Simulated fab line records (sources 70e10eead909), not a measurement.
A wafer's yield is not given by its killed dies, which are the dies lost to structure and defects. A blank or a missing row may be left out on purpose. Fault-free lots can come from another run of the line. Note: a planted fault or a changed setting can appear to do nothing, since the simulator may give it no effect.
Matching of chambers	flow nand-harc	NHARC_A_STAIRCASE_ALD_420 on ald-hk-01: 4 sister chambers
The step deposits SiO2, target thk 20 nm, pulse time 6 s, ald cycles 200. 8 wafers are shown with their chamber, then 10 later ones without.

== WAFERS, EACH WITH ITS CHAMBER ==
wafer	chamber	heater-power-w (W)	precursor-pulse-height-rel
L076.5	2	509	0.986
L081.2	0	461	0.994
L084.1	3	480	1.022
L084.6	3	460	1.034
L085.3	0	472	1.012
L085.6	1	484	0.981
L087.2	1	489	1.004
L087.4	2	537	0.998

== WAFERS WITHOUT THEIR CHAMBER ==
wafer	heater-power-w (W)	precursor-pulse-height-rel
L087.5	461	1.000
L091.2	496	1.001
L091.3	465	1.018
L091.6	466	1.019
L092.3	486	0.989
L092.5	533	1.032
L092.6	453	0.977
L095.1	454	1.005
L095.2	475	0.968
L095.3	451	1.001

== EACH ONE'S CHAMBER ==
wafer	from the rows above	in truth
L087.5	can't be placed: 0 or 1 or 3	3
L091.2	can't be placed: 1 or 2 or 0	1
L091.3	can't be placed: 3 or 0 or 1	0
L091.6	can't be placed: 3 or 0 or 1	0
L092.3	can't be placed: 1 or 0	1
L092.5	can't be placed: 2 or 1 or 3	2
L092.6	can't be placed: 0 or 1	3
L095.1	can't be placed: 0 or 3 or 1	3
L095.2	can't be placed: 1 or 0 or 2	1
L095.3	can't be placed: 0 or 3 or 1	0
Correctly placed: 0 of 10. Cannot be placed on the basis of these rows: 10; the candidates contain the true chamber in 9. Number placed wrongly: 0.
How it was worked out, from the rows above alone: a wafer's distance from a chamber is the root of the sum, over the readings, of the square of ((its reading less the chamber's mean) divided by the reading's scatter). If the next closest chamber is less than 2 further off than the closest, the wafer can't be placed; otherwise it belongs to the closest. Each chamber's mean is taken over the wafers shown for it. The scatter is the square root of a quotient: the sum, over the shown wafers, of each reading's squared deviation from its chamber's mean, divided by wafers minus chambers.
